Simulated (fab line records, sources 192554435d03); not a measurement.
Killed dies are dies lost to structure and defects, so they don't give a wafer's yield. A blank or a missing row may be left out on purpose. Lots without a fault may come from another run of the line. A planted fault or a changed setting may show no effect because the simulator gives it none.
Which tool did it? | flow n5_finfet | 24 lots, 72 wafers sampled, at 5 steps of a route of 1938

WHAT THE GAUGES READ, wafer by wafer
N5_BEOL_M0_SAQP_CD_MEAS_25: target cd 13.1 nm. Usual: cd_nm 12.84 nm, standard deviation 0.21.
lot  | measured     | on        | cd_nm (nm)        | flag
L074 | day 5 23:11  | cd_sem-01 | 12.93 12.95 12.70 |
L075 | day 6 00:56  | cd_sem-01 | 12.79 13.02 12.71 |
L076 | day 6 04:08  | cd_sem-01 | 12.93 12.92 12.64 |
L077 | day 6 12:46  | cd_sem-02 | 12.53 12.97 12.69 |
L078 | day 6 23:34  | cd_sem-02 | 13.26 13.03 13.04 |
L079 | day 7 03:40  | cd_sem-03 | 13.16 12.83 12.74 |
L081 | day 7 07:02  | cd_sem-01 | 12.56 12.86 12.80 |
L080 | day 7 12:22  | cd_sem-01 | 12.84 12.70 12.51 |
L082 | day 7 13:34  | cd_sem-01 | 13.02 12.74 13.03 |
L083 | day 8 00:13  | cd_sem-03 | 12.43 12.89 12.83 |
L084 | day 8 04:28  | cd_sem-02 | 12.85 12.67 12.66 |
L085 | day 8 11:59  | cd_sem-02 | 12.99 12.99 12.96 |
L086 | day 8 12:13  | cd_sem-03 | 12.94 12.92 12.47 |
L087 | day 8 23:55  | cd_sem-03 | 12.76 12.83 12.64 |
L088 | day 9 02:36  | cd_sem-02 | 12.95 12.80 12.85 |
L089 | day 9 06:05  | cd_sem-02 | 12.90 12.61 12.35 |
L090 | day 9 12:54  | cd_sem-03 | 12.81 13.12 12.78 |
L091 | day 9 19:04  | cd_sem-03 | 12.94 12.62 12.81 |
L092 | day 10 06:40 | cd_sem-03 | 12.93 12.79 12.95 |
L093 | day 10 13:02 | cd_sem-02 | 12.85 12.96 12.88 |
L094 | day 10 19:10 | cd_sem-02 | 12.90 12.77 12.54 |
L095 | day 11 04:32 | cd_sem-02 | 12.45 13.01 12.64 |
L096 | day 11 10:02 | cd_sem-01 | 13.19 13.09 13.12 |
L097 | day 11 13:03 | cd_sem-02 | 12.89 12.64 12.81 |

WHICH TOOL RAN EACH LOT (tool, then ch and the chambers of the sampled wafers, then the start)
lot  | N5_MOL_CONTACT_COAG_ETCH_90        | N5_MOL_CONTACT_COAG_ETCH_65        | N5_MOL_CONTACT_COAG_CVD_140   | N5_BEOL_M0_SAQP_HM_DEP_02
L074 | rie_diel-05 ch 1,2, day 5 11:12    | rie_diel-05 ch 2,3, day 5 13:07    | cvd_w-02 ch 0,1, day 5 14:42  | pvd_sputter-02, day 5 20:25
L075 | rie_diel-04 ch 0,1,3, day 5 11:51  | rie_diel-05 ch 0,2, day 5 13:13    | cvd_w-01 ch 0,1, day 5 15:03  | pvd_sputter-03, day 5 22:28
L076 | rie_diel-05 ch 0,2, day 5 16:10    | rie_diel-06 ch 0,2, day 5 17:34    | cvd_w-01 ch 0,1, day 5 18:29  | pvd_sputter-01, day 6 01:26
L077 | rie_diel-04 ch 1,2, day 6 01:49    | rie_diel-05 ch 0,2,3, day 6 03:20  | cvd_w-01 ch 0,1, day 6 04:52  | pvd_sputter-02, day 6 09:08
L078 | rie_diel-06 ch 1,2,3, day 6 12:38  | rie_diel-05 ch 0,2,3, day 6 14:14  | cvd_w-01 ch 0,1, day 6 15:41  | pvd_sputter-01, day 6 21:05
L079 | rie_diel-04 ch 0,3, day 6 16:37    | rie_diel-05 ch 2,3, day 6 18:23    | cvd_w-01 ch 0,1, day 6 19:47  | pvd_sputter-03, day 7 00:42
L081 | rie_diel-05 ch 2,3, day 6 21:29    | rie_diel-06 ch 0,2,3, day 6 22:43  | cvd_w-01 ch 0,1, day 6 23:38  | pvd_sputter-03, day 7 04:24
L080 | rie_diel-05 ch 1,2,3, day 7 01:25  | rie_diel-06 ch 1,2,3, day 7 02:59  | cvd_w-01 ch 0,1, day 7 03:55  | pvd_sputter-03, day 7 09:41
L082 | rie_diel-06 ch 0,3, day 7 04:21    | rie_diel-06 ch 0,2,3, day 7 05:57  | cvd_w-02 ch 0,1, day 7 07:01  | pvd_sputter-03, day 7 11:04
L083 | rie_diel-04 ch 2,3, day 7 14:04    | rie_diel-05 ch 0,2, day 7 15:38    | cvd_w-02 ch 0,1, day 7 16:34  | pvd_sputter-02, day 7 21:38
L084 | rie_diel-04 ch 0,1, day 7 14:37    | rie_diel-04 ch 0,1,2, day 7 15:50  | cvd_w-01 ch 0,1, day 7 16:46  | pvd_sputter-02, day 8 01:50
L085 | rie_diel-05 ch 0,1,3, day 7 21:36  | rie_diel-06 ch 1,2,3, day 7 22:57  | cvd_w-01 ch 0, day 7 23:52    | pvd_sputter-01, day 8 07:33
L086 | rie_diel-05 ch 0,1,3, day 8 01:40  | rie_diel-04 ch 0,1,2, day 8 03:10  | cvd_w-01 ch 0,1, day 8 04:05  | pvd_sputter-01, day 8 08:32
L087 | rie_diel-06 ch 1,2, day 8 12:08    | rie_diel-06 ch 0,1, day 8 13:59    | cvd_w-01 ch 0,1, day 8 15:12  | pvd_sputter-02, day 8 19:39
L088 | rie_diel-05 ch 0,1,2, day 8 16:47  | rie_diel-06 ch 0,2, day 8 18:31    | cvd_w-01 ch 0,1, day 8 19:49  | pvd_sputter-01, day 8 23:54
L089 | rie_diel-06 ch 1,2, day 8 19:32    | rie_diel-04 ch 2,3, day 8 21:16    | cvd_w-02 ch 0,1, day 8 22:18  | pvd_sputter-03, day 9 03:35
L090 | rie_diel-04 ch 0,1,3, day 9 03:24  | rie_diel-06 ch 1,2,3, day 9 04:51  | cvd_w-01 ch 0,1, day 9 05:46  | pvd_sputter-02, day 9 10:30
L091 | rie_diel-05 ch 0,1,2, day 9 09:16  | rie_diel-05 ch 1,2, day 9 10:37    | cvd_w-01 ch 0,1, day 9 11:37  | pvd_sputter-01, day 9 16:24
L092 | rie_diel-06 ch 0,1,2, day 9 19:32  | rie_diel-06 ch 0,1,2, day 9 20:57  | cvd_w-01 ch 0,1, day 9 22:01  | pvd_sputter-01, day 10 03:54
L093 | rie_diel-06 ch 1,2,3, day 10 01:43 | rie_diel-05 ch 0,1,3, day 10 03:10 | cvd_w-01 ch 0,1, day 10 04:05 | pvd_sputter-01, day 10 09:36
L094 | rie_diel-06 ch 1,2,3, day 10 07:36 | rie_diel-04 ch 1,2,3, day 10 09:28 | cvd_w-02 ch 0,1, day 10 10:23 | pvd_sputter-03, day 10 16:40
L095 | rie_diel-05 ch 0,3, day 10 16:59   | rie_diel-04 ch 0,2, day 10 18:46   | cvd_w-02 ch 0,1, day 10 19:47 | pvd_sputter-03, day 11 01:11
L096 | rie_diel-05 ch 0,3, day 10 22:02   | rie_diel-06 ch 0,1,3, day 11 00:26 | cvd_w-02 ch 0,1, day 11 01:26 | pvd_sputter-02, day 11 05:26
L097 | rie_diel-06 ch 0,1, day 11 00:40   | rie_diel-05 ch 0,1,3, day 11 02:19 | cvd_w-01 ch 0,1, day 11 03:14 | pvd_sputter-03, day 11 08:28
- N5_MOL_CONTACT_COAG_ETCH_90: etches SiARC in CF4, target depth 13 nm, time 21.7 s.
- N5_MOL_CONTACT_COAG_ETCH_65: etches underlayer in N2/H2, target depth 13 nm, time 10.4 s.
- N5_MOL_CONTACT_COAG_CVD_140: deposits W, target thk 66.5 nm, time 215 s.
- N5_BEOL_M0_SAQP_HM_DEP_02: deposits TiN, target thk 12 nm.

WHAT THE TOOLS THEMSELVES READ (means of the sampled wafers that have a number; where no wafer has one, the mark that the record gives instead)
N5_MOL_CONTACT_COAG_ETCH_90. Usual: bias_w 35.99 W, standard deviation 0.12; drypump_motor_current_A 5.73 A, standard deviation 0.25; etch_rf_on_time_s 21.7 s, standard deviation 0.41; oes_product_au 0.70 a.u., standard deviation 0.079; rf_vpp_V 184.4 V, standard deviation 1.2; showerhead_plenum_p_Torr 2.18 Torr, standard deviation 0.068; throttle_valve_pct 15.50 %, standard deviation 0.26.
lot  | tool        | bias_w (W) | drypump_motor_current_A (A) | etch_rf_on_time_s (s) | oes_product_au (a.u.) | rf_vpp_V (V) | showerhead_plenum_p_Torr (Torr) | throttle_valve_pct (%) | flag
L074 | rie_diel-05 | 36.01      | 5.92                        | 21.6                  | 0.64                  | 184.7        | 2.19                            | 15.57                  |
L075 | rie_diel-04 | 36.02      | 5.84                        | 22.1                  | 0.65                  | 183.9        | 2.20                            | 15.66                  |
L076 | rie_diel-05 | 36.00      | 5.76                        | 21.6                  | 0.71                  | 184.6        | 2.16                            | 15.38                  |
L077 | rie_diel-04 | 35.90      | 5.85                        | 22.0                  | 0.58                  | 183.8        | 2.13                            | 15.92                  |
L078 | rie_diel-06 | 35.89      | 5.53                        | 21.4                  | 0.71                  | 184.0        | 2.19                            | 15.37                  |
L079 | rie_diel-04 | 36.02      | 5.85                        | 21.7                  | 0.71                  | 185.9        | 2.23                            | 15.54                  |
L081 | rie_diel-05 | 35.93      | 5.99                        | 21.9                  | 0.63                  | 184.2        | 2.14                            | 15.86                  |
L080 | rie_diel-05 | 35.95      | 5.96                        | 21.9                  | 0.71                  | 184.1        | 2.16                            | 15.56                  |
L082 | rie_diel-06 | 36.03      | 5.49                        | 21.6                  | 0.69                  | 184.9        | 2.25                            | 15.58                  |
L083 | rie_diel-04 | 35.95      | 5.82                        | 21.4                  | 0.70                  | 184.3        | 2.19                            | 15.69                  |
L084 | rie_diel-04 | 35.98      | 5.64                        | 22.1                  | 0.67                  | 183.8        | 2.15                            | 15.55                  |
L085 | rie_diel-05 | 36.03      | 5.76                        | 22.1                  | 0.68                  | 185.5        | 2.16                            | 15.45                  |
L086 | rie_diel-05 | 36.01      | 5.79                        | 22.1                  | 0.68                  | 183.7        | 2.16                            | 15.46                  |
L087 | rie_diel-06 | 35.98      | 5.65                        | 21.1                  | 0.73                  | 184.6        | 2.16                            | 15.35                  |
L088 | rie_diel-05 | 36.08      | 5.84                        | 22.1                  | 0.72                  | 184.2        | 2.16                            | 15.36                  |
L089 | rie_diel-06 | 36.01      | 5.68                        | 21.4                  | 0.74                  | 184.9        | 2.21                            | 15.31                  |
L090 | rie_diel-04 | 36.06      | 5.83                        | 21.6                  | 0.70                  | 184.9        | 2.19                            | 15.53                  |
L091 | rie_diel-05 | 36.05      | 5.85                        | 22.0                  | 0.70                  | 184.9        | 2.16                            | 15.37                  |
L092 | rie_diel-06 | 36.14      | 5.65                        | 21.5                  | 0.72                  | 184.9        | 2.21                            | 15.44                  |
L093 | rie_diel-06 | 35.99      | 5.54                        | 21.2                  | 0.76                  | 183.4        | 2.19                            | 15.27                  |
L094 | rie_diel-06 | 35.98      | 5.54                        | 21.2                  | 0.76                  | 184.7        | 2.19                            | 15.25                  |
L095 | rie_diel-05 | 36.04      | 5.82                        | 22.1                  | 0.75                  | 183.9        | 2.13                            | 15.44                  |
L096 | rie_diel-05 | 35.94      | 5.82                        | 22.0                  | 0.75                  | 184.0        | 2.13                            | 15.45                  |
L097 | rie_diel-06 | 36.08      | 5.61                        | 21.4                  | 0.71                  | 183.5        | 2.15                            | 15.52                  |

N5_MOL_CONTACT_COAG_ETCH_65. Usual: bias_w 149.9 W, standard deviation 0.45; drypump_motor_current_A 5.72 A, standard deviation 0.26; etch_rf_on_time_s 10.40 s, standard deviation 0.22; oes_product_au 0.70 a.u., standard deviation 0.078; rf_vpp_V 525.0 V, standard deviation 2.7; showerhead_plenum_p_Torr 2.58 Torr, standard deviation 0.086; throttle_valve_pct 17.78 %, standard deviation 0.3.
lot  | tool        | bias_w (W) | drypump_motor_current_A (A) | etch_rf_on_time_s (s) | oes_product_au (a.u.) | rf_vpp_V (V) | showerhead_plenum_p_Torr (Torr) | throttle_valve_pct (%) | flag
L074 | rie_diel-05 | 149.6      | 6.06                        | 10.50                 | 0.70                  | 523.8        | 2.57                            | 18.04                  |
L075 | rie_diel-05 | 149.3      | 5.94                        | 10.53                 | 0.72                  | 525.3        | 2.58                            | 17.80                  |
L076 | rie_diel-06 | 149.6      | 5.66                        | 10.50                 | 0.76                  | 528.0        | 2.71                            | 17.67                  |
L077 | rie_diel-05 | 150.1      | 5.88                        | 10.62                 | 0.66                  | 524.8        | 2.56                            | 17.91                  |
L078 | rie_diel-05 | 150.3      | 5.90                        | 10.56                 | 0.67                  | 524.3        | 2.55                            | 17.91                  |
L079 | rie_diel-05 | 149.8      | 5.99                        | 10.68                 | 0.63                  | 524.0        | 2.54                            | 18.15                  |
L081 | rie_diel-06 | 149.8      | 5.53                        | 10.32                 | 0.70                  | 527.2        | 2.67                            | 17.66                  |
L080 | rie_diel-06 | 149.9      | 5.55                        | 10.11                 | 0.70                  | 525.4        | 2.60                            | 17.62                  |
L082 | rie_diel-06 | 150.2      | 5.54                        | 10.18                 | 0.70                  | 527.2        | 2.67                            | 17.66                  |
L083 | rie_diel-05 | 149.8      | 5.95                        | 10.49                 | 0.71                  | 524.6        | 2.57                            | 17.84                  |
L084 | rie_diel-04 | 150.0      | 5.64                        | 10.60                 | 0.67                  | 522.7        | 2.51                            | 17.99                  |
L085 | rie_diel-06 | 149.7      | 5.54                        | 10.15                 | 0.69                  | 525.0        | 2.59                            | 17.63                  |
L086 | rie_diel-04 | 149.5      | 5.65                        | 10.41                 | 0.66                  | 522.8        | 2.51                            | 17.99                  |
L087 | rie_diel-06 | 150.0      | 5.59                        | 10.33                 | 0.72                  | 525.6        | 2.63                            | 17.85                  |
L088 | rie_diel-06 | 149.6      | 5.70                        | 10.32                 | 0.73                  | 529.0        | 2.69                            | 17.53                  |
L089 | rie_diel-04 | 149.7      | 5.65                        | 10.47                 | 0.64                  | 522.5        | 2.52                            | 18.22                  |
L090 | rie_diel-06 | 150.3      | 5.56                        | 10.24                 | 0.77                  | 525.3        | 2.59                            | 17.50                  |
L091 | rie_diel-05 | 149.7      | 5.93                        | 10.55                 | 0.75                  | 525.5        | 2.59                            | 17.51                  |
L092 | rie_diel-06 | 149.8      | 5.64                        | 10.28                 | 0.72                  | 525.5        | 2.62                            | 17.68                  |
L093 | rie_diel-05 | 150.1      | 5.78                        | 10.54                 | 0.75                  | 525.0        | 2.55                            | 17.55                  |
L094 | rie_diel-04 | 149.8      | 5.85                        | 10.23                 | 0.71                  | 523.8        | 2.57                            | 17.99                  |
L095 | rie_diel-04 | 149.8      | 5.45                        | 10.72                 | 0.57                  | 521.2        | 2.47                            | 18.09                  |
L096 | rie_diel-06 | 150.1      | 5.49                        | 10.33                 | 0.75                  | 524.7        | 2.59                            | 17.70                  |
L097 | rie_diel-05 | 150.0      | 5.76                        | 10.53                 | 0.73                  | 523.5        | 2.54                            | 17.57                  |

N5_MOL_CONTACT_COAG_CVD_140. Usual: heater_power_w 467 W, standard deviation 34.
lot  | tool     | heater_power_w (W) | flag
L074 | cvd_w-02 | 485                |
L075 | cvd_w-01 | 454                |
L076 | cvd_w-01 | 471                |
L077 | cvd_w-01 | 451                |
L078 | cvd_w-01 | 463                |
L079 | cvd_w-01 | 445                |
L081 | cvd_w-01 | 445                |
L080 | cvd_w-01 | 466                |
L082 | cvd_w-02 | 475                |
L083 | cvd_w-02 | 498                |
L084 | cvd_w-01 | 468                |
L085 | cvd_w-01 | 430                |
L086 | cvd_w-01 | 472                |
L087 | cvd_w-01 | 471                |
L088 | cvd_w-01 | 479                |
L089 | cvd_w-02 | 470                |
L090 | cvd_w-01 | 472                |
L091 | cvd_w-01 | 469                |
L092 | cvd_w-01 | 469                |
L093 | cvd_w-01 | 465                |
L094 | cvd_w-02 | 492                |
L095 | cvd_w-02 | 480                |
L096 | cvd_w-02 | 496                |
L097 | cvd_w-01 | 453                |

N5_BEOL_M0_SAQP_HM_DEP_02. Usual: chamber_pressure_pa 0.4999 Pa, standard deviation 0.0011; throttle_valve_pct 30.7 %, standard deviation 0.98.
lot  | tool           | chamber_pressure_pa (Pa) | throttle_valve_pct (%) | flag
L074 | pvd_sputter-02 | 0.4996                   | 31.1                   |
L075 | pvd_sputter-03 | 0.5004                   | 29.3                   |
L076 | pvd_sputter-01 | 0.5000                   | 30.9                   |
L077 | pvd_sputter-02 | 0.4985                   | 30.5                   |
L078 | pvd_sputter-01 | 0.4993                   | 30.4                   |
L079 | pvd_sputter-03 | 0.5003                   | 30.4                   |
L081 | pvd_sputter-03 | 0.4997                   | 30.8                   |
L080 | pvd_sputter-03 | 0.4997                   | 30.6                   |
L082 | pvd_sputter-03 | 0.4996                   | 30.2                   |
L083 | pvd_sputter-02 | 0.4992                   | 31.0                   |
L084 | pvd_sputter-02 | 0.4999                   | 31.4                   |
L085 | pvd_sputter-01 | 0.5009                   | 31.3                   |
L086 | pvd_sputter-01 | 0.5006                   | 30.8                   |
L087 | pvd_sputter-02 | 0.5001                   | 32.0                   |
L088 | pvd_sputter-01 | 0.5001                   | 30.7                   |
L089 | pvd_sputter-03 | 0.4985                   | 31.0                   |
L090 | pvd_sputter-02 | 0.5004                   | 31.3                   |
L091 | pvd_sputter-01 | 0.4992                   | 30.3                   |
L092 | pvd_sputter-01 | 0.4994                   | 30.8                   |
L093 | pvd_sputter-01 | 0.5005                   | 30.3                   |
L094 | pvd_sputter-03 | 0.4990                   | 30.9                   |
L095 | pvd_sputter-03 | 0.4996                   | 30.9                   |
L096 | pvd_sputter-02 | 0.5013                   | 30.7                   |
L097 | pvd_sputter-03 | 0.5006                   | 29.9                   |

THE ANSWER, worked out from the rows above alone
Rule: a lot is off if the mean of its wafers that have a number lies more than 3 standard deviations from the usual mean. A lot without any number at a reading at which 4 lots or more have one is off too. The other lots that the step has rows for count as sound. The gauges are gone through in route order, then the tools' own readings, and for those a lot's mean is taken as printed above. The first step at which some lot is off is used, and at that step the reading that is off furthest; a lot without a number counts as furthest.
No lot is off at any reading shown: from this, nothing can be told.

WHAT THE SIMULATOR HAD PUT IN
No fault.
